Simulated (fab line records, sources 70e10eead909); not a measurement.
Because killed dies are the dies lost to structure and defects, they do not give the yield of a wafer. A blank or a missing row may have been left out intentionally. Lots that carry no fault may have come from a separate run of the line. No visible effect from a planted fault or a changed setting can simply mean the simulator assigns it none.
What tool caused it?	flow nand-harc	33 wafers from 11 lots sampled at 5 of the route's 1302 steps

== WHAT THE GAUGES READ, wafer by wafer ==
NHARC_END_WLT_00. Usual: VT_DECK1_BOTTOM 0.871, standard deviation 0.0079; VT_DECK1_BOTTOM_INNER 0.870, standard deviation 0.0076; VT_DECK1_MEDIAN_NEAR_BOTTOM 0.871, standard deviation 0.0074; VT_DECK1_MEDIAN_NEAR_BOTTOM_INNER 0.872, standard deviation 0.0074; VT_DECK1_MIDDLE 0.884, standard deviation 0.0076; VT_DECK1_MIDDLE_INNER 0.884, standard deviation 0.0077; VT_DECK1_TOP 0.896, standard deviation 0.0069; VT_DECK1_TOP_INNER 0.896, standard deviation 0.0072; VT_DECK2_BOTTOM 0.868, standard deviation 0.007; VT_DECK2_BOTTOM_INNER 0.868, standard deviation 0.0069; VT_DECK2_MEDIAN_NEAR_BOTTOM 0.869, standard deviation 0.0064; VT_DECK2_MEDIAN_NEAR_BOTTOM_INNER 0.869, standard deviation 0.0069; VT_DECK2_MIDDLE 0.882, standard deviation 0.0067; VT_DECK2_MIDDLE_INNER 0.882, standard deviation 0.0066; VT_DECK2_TOP 0.893, standard deviation 0.0061; VT_DECK2_TOP_INNER 0.892, standard deviation 0.0063.
lot	measured	on	VT_DECK1_BOTTOM	VT_DECK1_BOTTOM_INNER	VT_DECK1_MEDIAN_NEAR_BOTTOM	VT_DECK1_MEDIAN_NEAR_BOTTOM_INNER	VT_DECK1_MIDDLE	VT_DECK1_MIDDLE_INNER	VT_DECK1_TOP	VT_DECK1_TOP_INNER	VT_DECK2_BOTTOM	VT_DECK2_BOTTOM_INNER	VT_DECK2_MEDIAN_NEAR_BOTTOM	VT_DECK2_MEDIAN_NEAR_BOTTOM_INNER	VT_DECK2_MIDDLE	VT_DECK2_MIDDLE_INNER	VT_DECK2_TOP	VT_DECK2_TOP_INNER	flag
L598	day 25 01:01	prober-01	0.870 0.871 0.872	0.880 0.874 0.868	0.880 0.872 0.867	0.878 0.875 0.862	0.892 0.892 0.884	0.889 0.885 0.880	0.900 0.900 0.896	0.900 0.896 0.900	0.877 0.872 0.878	0.881 0.869 0.870	0.867 0.871 0.871	0.879 0.860 0.868	0.894 0.880 0.880	0.888 0.879 0.891	0.897 0.903 0.901	0.894 0.895 0.897	
L597	day 25 08:47	prober-02	0.855 0.863 0.853	0.856 0.865 0.865	0.853 0.866 0.861	0.852 0.866 0.860	0.868 0.882 0.874	0.877 0.868 0.870	0.889 0.888 0.875	0.884 0.886 0.890	0.874 0.862 0.867	0.874 0.863 0.869	0.875 0.871 0.870	0.869 0.867 0.856	0.877 0.878 0.878	0.883 0.881 0.879	0.897 0.894 0.892	0.893 0.889 0.896	
L603	day 28 08:13	prober-02	0.879 0.878 0.863	0.878 0.870 0.871	0.875 0.872 0.873	0.881 0.879 0.869	0.885 0.892 0.882	0.886 0.897 0.885	0.900 0.902 0.906	0.904 0.903 0.905	0.866 0.874 0.868	0.871 0.876 0.874	0.864 0.874 0.867	0.870 0.875 0.869	0.879 0.881 0.883	0.884 0.881 0.877	0.895 0.892 0.885	0.893 0.898 0.893	
L604	day 28 08:13	prober-01	0.872 0.877	0.880 0.871	0.883 0.878	0.882 0.890	0.896 0.897	0.887 0.902	0.903 0.909	0.905 0.909	0.871 0.878	0.864 0.880	0.877 0.880	0.872 0.873	0.886 0.896	0.883 0.895	0.897 0.893	0.893 0.896	
L606	day 28 17:11	prober-02	0.865 0.857 0.871	0.865 0.858 0.871	0.871 0.869 0.868	0.871 0.865 0.860	0.876 0.872 0.878	0.877 0.876 0.880	0.883 0.891 0.898	0.884 0.885 0.887	0.868 0.859 0.867	0.869 0.865 0.866	0.867 0.867 0.873	0.865 0.870 0.866	0.889 0.882 0.882	0.885 0.879 0.880	0.889 0.889 0.895	0.896 0.889 0.892	
L607	day 29 15:23	prober-01	0.855 0.872	0.854 0.875	0.867 0.871	0.859 0.871	0.867 0.878	0.873 0.877	0.891 0.891	0.886 0.891	0.857 0.851	0.855 0.859	0.851 0.858	0.855 0.858	0.875 0.867	0.869 0.871	0.889 0.888	0.884 0.890	
L615	day 32 15:25	prober-01	0.863 0.863 0.861	0.864 0.871 0.868	0.864 0.873 0.874	0.868 0.869 0.863	0.877 0.880 0.878	0.867 0.878 0.881	0.885 0.887 0.882	0.896 0.887 0.894	0.881 0.870 0.878	0.883 0.872 0.873	0.881 0.869 0.871	0.885 0.875 0.868	0.888 0.880 0.881	0.890 0.889 0.888	0.898 0.885 0.897	0.891 0.909 0.898	
L614	day 32 23:43	prober-01	0.877 0.885 0.886	0.873 0.879 0.877	0.876 0.885 0.879	0.880 0.878 0.881	0.892 0.899 0.895	0.891 0.900 0.890	0.904 0.897 0.905	0.899 0.899 0.909	0.873 0.879 0.875	0.876 0.881 0.874	0.877 0.875 0.879	0.870 0.878 0.878	0.898 0.888 0.892	0.890 0.896 0.891	0.905 0.908 0.897	0.909 0.897 0.889	
L616	day 33 12:08	prober-02	0.862 0.882 0.873	0.883 0.870 0.884	0.875 0.877 0.881	0.879 0.877 0.880	0.888 0.893 0.894	0.886 0.889 0.881	0.898 0.900 0.906	0.906 0.904 0.908	0.878 0.879 0.871	0.873 0.877 0.870	0.878 0.871 0.880	0.876 0.864 0.876	0.891 0.886 0.887	0.892 0.879 0.884	0.897 0.899 0.906	0.893 0.898 0.898	
L617	day 33 12:07	prober-01	0.872 0.870 0.866	0.879 0.864 0.861	0.875 0.875 0.872	0.875 0.873 0.867	0.887 0.887 0.885	0.889 0.882 0.882	0.897 0.899 0.896	0.902 0.898 0.899	0.874 0.865 0.876	0.874 0.865 0.874	0.869 0.864 0.869	0.870 0.855 0.864	0.884 0.879 0.880	0.889 0.887 0.891	0.893 0.890 0.900	0.899 0.899 0.891	
L618	day 33 19:55	prober-01	0.873 0.875 0.869	0.861 0.875 0.874	0.870 0.867 0.858	0.875 0.872 0.873	0.882 0.885 0.882	0.870 0.875 0.879	0.879 0.887 0.893	0.891 0.895 0.889	0.857 0.870 0.864	0.862 0.878 0.866	0.856 0.871 0.869	0.861 0.875 0.872	0.882 0.875 0.885	0.883 0.886 0.883	0.889 0.896 0.888	0.886 0.885 0.887	

NHARC_END_SORT_01. Usual: defect-limited-yield 92.5 %, standard deviation 2.5; killed-at-array 46, standard deviation 16; killed-at-other 0.9, standard deviation 1.3; killed-at-periphery 4.1, standard deviation 3; killed-dies 51, standard deviation 17; killed-open 3.5, standard deviation 1.8; killed-short 2.5, standard deviation 1.8; sort_bin_2_pct 2.6 %, standard deviation 1.1; sort_bin_3_pct 0.6 %, standard deviation 0.37; sort_bin_4_pct 4.4 %, standard deviation 1.4; sort-n-pass 626, standard deviation 17; sort-rim-yield-pct 88 %, standard deviation 4.6; sort-yield-pct 92.5 %, standard deviation 2.5.
lot	measured	on	defect-limited-yield (%)	killed-at-array	killed-at-other	killed-at-periphery	killed-dies	killed-open	killed-short	sort_bin_2_pct (%)	sort_bin_3_pct (%)	sort_bin_4_pct (%)	sort-n-pass	sort-rim-yield-pct (%)	sort-yield-pct (%)	flag
L597	day 25 11:46	prober-02	93.2 93.9 93.2	43 37 35	0 0 8	3 4 3	46 41 46	4 5 6	4 4 2	2.4 2.1 2.8	0 0.4 0.3	4.4 3.5 3.7	631 636 631	89 86 84	93.2 93.9 93.2	
L606	day 28 20:07	prober-02	94.5 93.5 94.2	37 42 37	0 0 1	0 2 1	37 44 39	5 4 8	0 4 1	1.9 2.2 2.1	0.1 0.1 0.1	3.4 4.1 3.5	640 633 638	94 89 85	94.5 93.5 94.2	
L607	day 29 18:41	prober-01	94.5 94.2 6.5	28 33 35	1 2 590	8 4 8	37 39 633	3 5 1	1 1 0	1.6 2.2 2.4	0.1 0.1 87.7	3.7 3.4 3.4	640 638 44	92 92 0	94.5 94.2 6.5	OFF
L616	day 33 15:07	prober-02	91.7 91.6 90.0	46 43 60	2 5 2	8 9 6	56 57 68	3 3 3	5 5 6	3.5 2.7 4.0	0.9 0.7 0.3	3.8 5.0 5.8	621 620 609	89 86 83	91.7 91.6 90.0	

== WHAT TOOL EACH LOT RAN ON (gives the tool, then ch and the chambers of the sampled wafers, and finally the start) ==
lot	NHARC_THIN_TSV_DEGAS_49	NHARC_THIN_TSV_ANNEAL_52	NHARC_THIN_TSV_ETCH_59
L598	pvd-sputter-01, day 24 16:56	rtp-anneal-02 ch 0, day 24 18:07	rie-metal-03 ch 0,1, day 24 20:16
L597	pvd-sputter-02, day 24 18:10	rtp-anneal-01 ch 0, day 24 19:23	rie-metal-02 ch 0,1, day 24 21:37
L603	pvd-sputter-01, day 27 22:31	rtp-anneal-02 ch 0, day 27 23:47	rie-metal-03 ch 0,1, day 28 01:50
L604	pvd-sputter-01, day 27 23:45	rtp-anneal-02 ch 0, day 28 00:59	rie-metal-03 ch 0,1, day 28 03:13
L606	pvd-sputter-03, day 28 07:54	rtp-anneal-01 ch 0, day 28 09:05	rie-metal-01 ch 0,1, day 28 11:19
L607	pvd-sputter-03, day 29 05:25	rtp-anneal-02 ch 0, day 29 06:40	rie-metal-03 ch 0,1, day 29 08:55
L615	pvd-sputter-02, day 32 05:11	rtp-anneal-01 ch 0, day 32 07:00	rie-metal-03 ch 0,1, day 32 09:11
L614	pvd-sputter-01, day 32 14:34	rtp-anneal-02 ch 0, day 32 15:46	rie-metal-03 ch 0,1, day 32 17:59
L616	pvd-sputter-02, day 33 02:34	rtp-anneal-01 ch 0, day 33 03:44	rie-metal-01 ch 0,1, day 33 06:07
L617	pvd-sputter-03, day 33 03:44	rtp-anneal-01 ch 0, day 33 04:55	rie-metal-02 ch 0,1, day 33 07:01
L618	pvd-sputter-03, day 33 11:52	rtp-anneal-02 ch 0, day 33 13:03	rie-metal-03 ch 1, day 33 15:17
- NHARC_THIN_TSV_DEGAS_49: time 120 s.
- NHARC_THIN_TSV_ANNEAL_52: time 90 s.
- NHARC_THIN_TSV_ETCH_59: etches the open film in Cl2/BCl3, target depth 880 nm, time 138.1 s.

== WHAT THE TOOLS THEMSELVES READ (means of the sampled wafers that have a number; where no wafer has one, the mark that the record gives instead) ==
NHARC_THIN_TSV_DEGAS_49. Usual: heater-power-w at 464 W, with a standard deviation of 19.
lot	tool	heater-power-w (W)	flag
L598	pvd-sputter-01	468	
L597	pvd-sputter-02	465	
L603	pvd-sputter-01	472	
L604	pvd-sputter-01	459	
L606	pvd-sputter-03	443	
L607	pvd-sputter-03	439	
L615	pvd-sputter-02	466	
L614	pvd-sputter-01	480	
L616	pvd-sputter-02	475	
L617	pvd-sputter-03	465	
L618	pvd-sputter-03	466	

NHARC_THIN_TSV_ANNEAL_52. Usual: wafer_temp_C_max at 225.93, with a standard deviation of 0.27.
lot	tool	wafer_temp_C_max	flag
L598	rtp-anneal-02	225.78	
L597	rtp-anneal-01	226.14	
L603	rtp-anneal-02	225.75	
L604	rtp-anneal-02	225.60	
L606	rtp-anneal-01	225.81	
L607	rtp-anneal-02	225.52	
L615	rtp-anneal-01	225.85	
L614	rtp-anneal-02	225.91	
L616	rtp-anneal-01	226.13	
L617	rtp-anneal-01	225.91	
L618	rtp-anneal-02	225.87	

NHARC_THIN_TSV_ETCH_59. Usual: drypump-motor-current-A 5.71 A, standard deviation 0.19; oes-product-au 1.000 a.u., standard deviation 0.0096; throttle-valve-pct 22.265 %, standard deviation 0.0088.
lot	tool	drypump-motor-current-A (A)	oes-product-au (a.u.)	throttle-valve-pct (%)	flag
L598	rie-metal-03	5.85	0.998	22.267	
L597	rie-metal-02	5.53	1.000	22.269	
L603	rie-metal-03	5.87	0.999	22.267	
L604	rie-metal-03	5.80	0.983	22.270	
L606	rie-metal-01	5.57	1.011	22.273	
L607	rie-metal-03	5.86	0.975	22.261	
L615	rie-metal-03	5.85	0.994	22.265	
L614	rie-metal-03	5.79	0.993	22.265	
L616	rie-metal-01	5.55	1.006	22.264	
L617	rie-metal-02	5.56	1.009	22.264	
L618	rie-metal-03	5.74	0.989	22.258	

== THE ANSWER, worked out from the rows above alone ==
Rule: a lot is off if the mean of its wafers that have a number lies more than 3 standard deviations from the usual mean. Also off: a lot with no number at a reading for which 4 or more lots have one. All remaining lots with rows at the step are treated as sound. Order of review: gauges by route order, followed by the tools' own readings, for which a lot's mean as printed above is used. The first step at which some lot is off is used, and at that step the reading that is off furthest; a lot without a number counts as furthest.
Off: L607, at NHARC_END_SORT_01 (killed-at-other). Neither off nor sound, because the step has no rows for them: L598, L603, L604, L615, L614, L617, L618.
If a tool, at a process step before that reading, ran all the lots that are off and no sound lot after the first of them, it fits. Those tools and the gauges at NHARC_END_SORT_01 are tried in the same way. Can't be told from this: 4 tools fit, pvd-sputter-03 at NHARC_THIN_TSV_DEGAS_49, rtp-anneal-02 at NHARC_THIN_TSV_ANNEAL_52, rie-metal-03 at NHARC_THIN_TSV_ETCH_59, prober-01 at NHARC_END_SORT_01.

== WHAT THE SIMULATOR HAD INSERTED ==
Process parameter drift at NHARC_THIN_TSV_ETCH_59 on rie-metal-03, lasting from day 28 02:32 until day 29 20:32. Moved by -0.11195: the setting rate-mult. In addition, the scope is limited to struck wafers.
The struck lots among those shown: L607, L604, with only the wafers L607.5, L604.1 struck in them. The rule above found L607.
